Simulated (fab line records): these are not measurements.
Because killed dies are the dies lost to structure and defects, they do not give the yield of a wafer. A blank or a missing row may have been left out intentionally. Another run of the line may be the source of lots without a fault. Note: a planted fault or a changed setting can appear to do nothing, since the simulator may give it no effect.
fab line records | flow nandHarc
record lots=5 | wafers=15 | lastDay=23
route steps=1159 shown P_CONTACT@239
lots untouched by any fault: they come from a run of this same line in which no faults occurred
startH: hours from the record's first day to the start of the lot's first wafer shown | waitH: how many hours have passed since the lot's step before this one | " unchanged from the row above | L1.1+2: a single row standing in for several wafers | - no value, or no start was given | * or withheld: withheld | < > ~ a bound
route shown NAME@n: NAME is a module with steps in the file, n the number in the route of the first one | usual: mean/standard deviation taken from wafers without a fault | same: alike in all rows | chamber/n: place in a boat | sites: the reading at each site | _std_site: how widely they spread, as a standard deviation | _edge_site: mean of outer sites minus mean of inner sites | radiusMm: how far each site lies from the wafer's centre | mask NAME#n: copy n | behind: the tool/chamber that last shaped the wafer | hold: the reason the lot was held/the length of the hold in hours/how it ended | device: whichever transistor did not switch (one of n, p or np) | end of line: the route-end tests of the same wafers | where a step has no rows: the recipe by itself | killed: dies lost to structure and defects at the first sort, not the wafer's yield | map: a wafer's dies, x killed, . not, _ none there
set.NAME: the setting that was run; set.NAME@STEP: the one run at that earlier step | model.NAME: the simulator's own value behind a step, which no gauge read
lots seen at some steps along the route; tables by step, rows by wafer
services: from which hour (startH, from the record's first day; less than 0 if before it) a tool's chamber was out of use, for how many hours, and why
## steps
# step NHARC_P_CONTACT_STRIP_37
# recipe c4f8FlowSccm=withheld | o2FlowSccm=8 | arFlowSccm=withheld | biasW=0 | chemistry=C4F8/O2/Ar
lot.wafer  | tool       | chamber | startH | waitH
L078.3+5+6 | rieDiel-05 | 3,2,3   | -      | -
L079.1+3+6 | rieDiel-05 | 1,3,0   | -      | -
L086.1+4+5 | rieDiel-06 | 2,3,2   | -      | -
L090.3+1+4 | rieDiel-05 | 2,3,1   | -      | -
L092.2+5+6 | rieDiel-06 | 0,2,3   | -      | -
# step NHARC_P_CONTACT_ETCH_31
# recipe targetDepthA=300 | timeS=85.7 | ionEnergyEv=120 | overEtchFrac=1 | ch3fFlowSccm=50 | o2FlowSccm=30 | arFlowSccm=200 | rfW=500 | biasW=100 | chemistry=CH3F/O2
# usual drypumpMotorCurrentA=6.0/0.46 | oesProductAu=0.986/0.02 | rfVppV=244.9/1.7 | showerheadPlenumPTorr=2.50/0.1 | throttleValvePct=20.664/0.0095
lot.wafer | tool       | chamber | startH | waitH | drypumpMotorCurrentA | oesProductAu | rfHoursCounterH | rfVppV | showerheadPlenumPTorr | throttleValvePct
L078.3    | rieDiel-05 | 0       | -      | -     | 5.2                  | 0.994        | 14              | 241.2  | 2.30                  | 20.655
L078.6    | "          | 2       | "      | "     | 6.4                  | 0.997        | -               | 245.8  | 2.62                  | 20.649
L078.5    | "          | 3       | "      | "     | 6.4                  | 0.993        | -               | 247.3  | 2.64                  | 20.668
L079.1    | rieDiel-05 | 3       | -      | -     | 6.4                  | 1.006        | 16              | 246.7  | 2.64                  | 20.655
L079.3    | "          | 0       | "      | "     | 5.2                  | 1.008        | 16              | 242.2  | 2.30                  | 20.654
L079.6    | "          | 0       | "      | "     | 5.2                  | 1.001        | -               | 241.1  | 2.30                  | 20.666
L086.4    | rieDiel-06 | 2       | -      | -     | 6.0                  | 0.990        | 11              | 244.4  | 2.45                  | 20.661
L086.1    | "          | 0       | "      | "     | 6.4                  | 1.001        | 8               | 245.2  | 2.49                  | 20.657
L086.5    | "          | 2       | "      | "     | 5.9                  | 0.998        | -               | 245.3  | 2.45                  | 20.661
L090.1    | rieDiel-05 | 3       | -      | -     | 6.4                  | 0.994        | 4               | 247.6  | 2.64                  | 20.668
L090.4    | "          | 1       | "      | "     | 5.8                  | 0.997        | 4               | 244.3  | 2.48                  | 20.668
L090.3    | "          | 2       | "      | "     | 6.3                  | 0.983        | 4               | 245.9  | 2.62                  | 20.656
L092.2    | rieDiel-06 | 2       | -      | -     | 6.0                  | 0.982        | 15              | 245.3  | 2.44                  | 20.661
L092.5    | "          | 3       | "      | "     | 6.3                  | 0.999        | -               | 246.1  | 2.56                  | 20.664
L092.6    | "          | 0       | "      | "     | 6.4                  | 1.001        | -               | 245.0  | 2.49                  | 20.666
# step NHARC_P_CONTACT_CD_MEAS_19
# usual cdNm=89.0/1.9
lot.wafer | tool     | chamber | startH | waitH | cdNm
L078.3    | cdSem-03 | -       | 131.93 | -     | 86.1
L078.5    | "        | -       | "      | "     | 91.0
L078.6    | "        | -       | "      | "     | 90.1
L079.1    | cdSem-03 | -       | 147.89 | -     | 90.7
L079.3    | "        | -       | "      | "     | 86.9
L079.6    | "        | -       | "      | "     | 89.1
L086.1    | cdSem-03 | -       | 187.11 | -     | 88.0
L086.4    | "        | -       | "      | "     | 89.2
L086.5    | "        | -       | "      | "     | 87.3
L090.1    | cdSem-03 | -       | 216.11 | -     | 90.7
L090.3    | "        | -       | "      | "     | 87.9
L090.4    | "        | -       | "      | "     | 90.0
L092.2    | cdSem-01 | -       | 219.37 | -     | 92.1
L092.5    | "        | -       | "      | "     | 91.0
L092.6    | "        | -       | "      | "     | 89.8
# step NHARC_P_CONTACT_STRIP_28
# recipe o2FlowSccm=500 | arFlowSccm=0 | biasW=0 | chemistry=O2
# usual drypumpMotorCurrentA=5.9/0.46 | oesProductAu=1.005/0.0095 | rfVppV=57.9/0.88 | showerheadPlenumPTorr=3.57/0.16 | throttleValvePct=17.037/0.0096
lot.wafer | tool       | chamber | startH | waitH | drypumpMotorCurrentA | oesProductAu | rfHoursCounterH | rfVppV | showerheadPlenumPTorr | throttleValvePct
L078.3    | rieDiel-06 | 2       | 132.00 | 0.1   | 6.0                  | 0.995        | 5               | 56.7   | 3.51                  | 17.030
L078.5    | "          | 2       | "      | "     | 6.0                  | 1.008        | -               | 57.2   | 3.51                  | 17.055
L078.6    | "          | 3       | "      | "     | 6.3                  | 1.006        | -               | 58.2   | 3.67                  | 17.045
L079.1    | rieDiel-05 | 1       | 147.97 | 0.1   | 5.9                  | 1.012        | 15              | 58.4   | 3.57                  | 17.026
L079.3    | "          | 0       | "      | "     | 5.2                  | 1.014        | 17              | 55.5   | 3.31                  | 17.039
L079.6    | "          | 2       | "      | "     | 6.4                  | 1.006        | -               | 58.6   | 3.75                  | 17.058
L086.4    | rieDiel-05 | 0       | 187.19 | 0.1   | 5.2                  | 1.013        | 1               | 58.5   | 3.30                  | 17.025
L086.1    | "          | 3       | "      | "     | 6.4                  | 1.010        | 2               | 58.7   | 3.78                  | 17.043
L086.5    | "          | 0       | "      | "     | 5.2                  | 1.008        | -               | 57.6   | 3.30                  | 17.051
L090.1    | rieDiel-05 | 3       | 216.18 | 0.1   | 6.4                  | 1.004        | 4               | 58.4   | 3.78                  | 17.039
L090.4    | "          | 1       | "      | "     | 5.9                  | 1.004        | 4               | 58.0   | 3.56                  | 17.022
L090.3    | "          | 2       | "      | "     | 6.3                  | 0.980        | 4               | 57.8   | 3.75                  | 17.030
L092.2    | rieDiel-05 | 1       | 219.45 | 0.1   | 5.8                  | 0.994        | 4               | 58.0   | 3.56                  | 17.038
L092.5    | "          | 1       | "      | "     | 5.9                  | 1.009        | -               | 56.7   | 3.56                  | 17.050
L092.6    | "          | 2       | "      | "     | 6.4                  | 0.982        | -               | 59.1   | 3.75                  | 17.038
# step NHARC_P_CONTACT_STRIP_29
# recipe timeS=1200 | tempC=72.5 | chemistry=postEtchResidueRemover
lot.wafer  | tool        | chamber | startH | waitH
L078.6+3+5 | wetBench-05 | 4,0,1   | 132.19 | -
L079.3+6+1 | wetBench-09 | 3,6,0   | 148.15 | -
L086.1+4+5 | wetBench-09 | 6,7,3   | 187.37 | -
L090.1+4+3 | wetBench-05 | 3,5,0   | 216.37 | -
L092.6+2+5 | wetBench-09 | 3,4,0   | 219.63 | -
# step NHARC_P_CONTACT_DEGAS_38
# recipe tempC=300 | timeS=60
# usual heaterPowerW=480/60
lot.wafer | tool          | chamber | startH | waitH | heaterPowerW
L078.3    | pvdSputter-02 | -       | 132.66 | -     | 441
L078.6    | "             | -       | "      | "     | 629
L078.5    | "             | -       | "      | "     | 491
L079.1    | pvdSputter-03 | -       | 148.60 | -     | 426
L079.3    | "             | -       | "      | "     | 526
L079.6    | "             | -       | "      | "     | 407
L086.4    | pvdSputter-01 | -       | 187.83 | -     | 433
L086.1    | "             | -       | "      | "     | 477
L086.5    | "             | -       | "      | "     | 461
L090.1    | pvdSputter-01 | -       | 216.82 | -     | 518
L090.3    | "             | -       | "      | "     | 454
L090.4    | "             | -       | "      | "     | 437
L092.2    | pvdSputter-03 | -       | 220.08 | -     | 489
L092.6    | "             | -       | "      | "     | 469
L092.5    | "             | -       | "      | "     | 411
# step NHARC_P_CONTACT_PRE_CLEAN_39
# recipe timeS=19.5 | biasV=250 | gas=Ar
lot.wafer  | tool          | chamber | startH | waitH
L078.3+6+5 | pvdSputter-02 | -       | -      | -
L079.3+1+6 | pvdSputter-03 | -       | -      | -
L086.4+1+5 | pvdSputter-01 | -       | -      | -
L090.1+3+4 | pvdSputter-01 | -       | -      | -
L092.2+6+5 | pvdSputter-03 | -       | -      | -
# step NHARC_P_CONTACT_PVD_32
# recipe targetThkA=50 | chamberPressurePa=5 | powerW=5000 | substrateTempC=200 | timeS=17.7 | material=Ti
# usual throttleValvePct=29.3/1
lot.wafer | tool          | chamber | startH | waitH | throttleValvePct
L078.3    | pvdSputter-02 | -       | -      | -     | 27.8
L078.6    | "             | -       | "      | "     | 28.1
L078.5    | "             | -       | "      | "     | 27.8
L079.1    | pvdSputter-03 | -       | -      | -     | 28.5
L079.3    | "             | -       | "      | "     | 30.7
L079.6    | "             | -       | "      | "     | 28.7
L086.1    | pvdSputter-01 | -       | -      | -     | 29.8
L086.4    | "             | -       | "      | "     | 29.6
L086.5    | "             | -       | "      | "     | 29.8
L090.1    | pvdSputter-01 | -       | -      | -     | 29.9
L090.4    | "             | -       | "      | "     | 29.5
L090.3    | "             | -       | "      | "     | 31.5
L092.2    | pvdSputter-03 | -       | -      | -     | 29.9
L092.5    | "             | -       | "      | "     | 31.0
L092.6    | "             | -       | "      | "     | 28.8
# step NHARC_P_CONTACT_ALD_22
# recipe targetThkA=30 | pulseTimeS=1 | aldCycles=150 | tempC=450 | material=TiN
# usual heaterPowerW=1085/110 | precursorPulseHeightRel=1.001/0.018
lot.wafer | tool        | chamber | startH | waitH | heaterPowerW | precursorPulseHeightRel
L078.3    | aldMetal-04 | 3       | 132.88 | -     | 1093         | 0.973
L078.6    | "           | 3       | "      | "     | 1121         | 0.985
L078.5    | "           | 0       | "      | "     | 915          | 1.000
L079.1    | aldMetal-01 | 0       | 148.87 | -     | 914          | 0.990
L079.3    | "           | 1       | "      | "     | 1158         | 1.009
L079.6    | "           | 3       | "      | "     | 1143         | 0.968
L086.4    | aldMetal-03 | 3       | 188.06 | -     | 1158         | 1.017
L086.1    | "           | 1       | "      | "     | 1151         | 1.046
L086.5    | "           | 0       | "      | "     | 912          | 0.982
L090.1    | aldMetal-04 | 3       | 217.07 | -     | 1110         | 0.982
L090.3    | "           | 1       | "      | "     | 1001         | 0.971
L090.4    | "           | 2       | "      | "     | 1230         | 0.974
L092.2    | aldMetal-01 | 3       | 220.34 | -     | 1161         | 1.000
L092.6    | "           | 2       | "      | "     | 1177         | 1.005
L092.5    | "           | 3       | "      | "     | 1098         | 0.978
## services
tool          | chamber | startH | hours | kind
wetBench-09   | -       | 112.80 | 8.0   | pm
rieDiel-05    | 0       | 118.10 | -     | clean
rieDiel-05    | 1       | 118.10 | -     | clean
rieDiel-05    | 2       | 118.10 | -     | clean
rieDiel-05    | 3       | 118.10 | -     | clean
pvdSputter-02 | -       | 134.85 | 0.8   | repair
aldMetal-03   | -       | 142.15 | 0.2   | repair
rieDiel-05    | 0       | 142.60 | -     | clean
rieDiel-05    | 1       | 142.60 | -     | clean
rieDiel-05    | 2       | 142.60 | -     | clean
rieDiel-05    | 3       | 142.60 | -     | clean
aldMetal-03   | -       | 144.00 | 10.0  | pm
aldMetal-01   | 2       | 145.47 | 2.6   | repair
rieDiel-06    | 0       | 147.49 | 22.1  | repair
pvdSputter-01 | -       | 158.03 | 10.0  | pm
rieDiel-06    | 3       | 160.11 | 5.6   | repair
rieDiel-05    | -       | 163.67 | 9.0   | pm
rieDiel-05    | 0       | 163.67 | 9.0   | ventCycle
rieDiel-05    | 1       | 163.67 | 9.0   | ventCycle
rieDiel-05    | 2       | 163.67 | 9.0   | ventCycle
pvdSputter-03 | -       | 173.10 | 4.6   | repair
wetBench-05   | -       | 196.85 | 8.0   | pm
aldMetal-04   | 3       | 213.71 | 1.5   | repair
pvdSputter-02 | -       | 214.00 | 10.0  | pm
## key
fault none
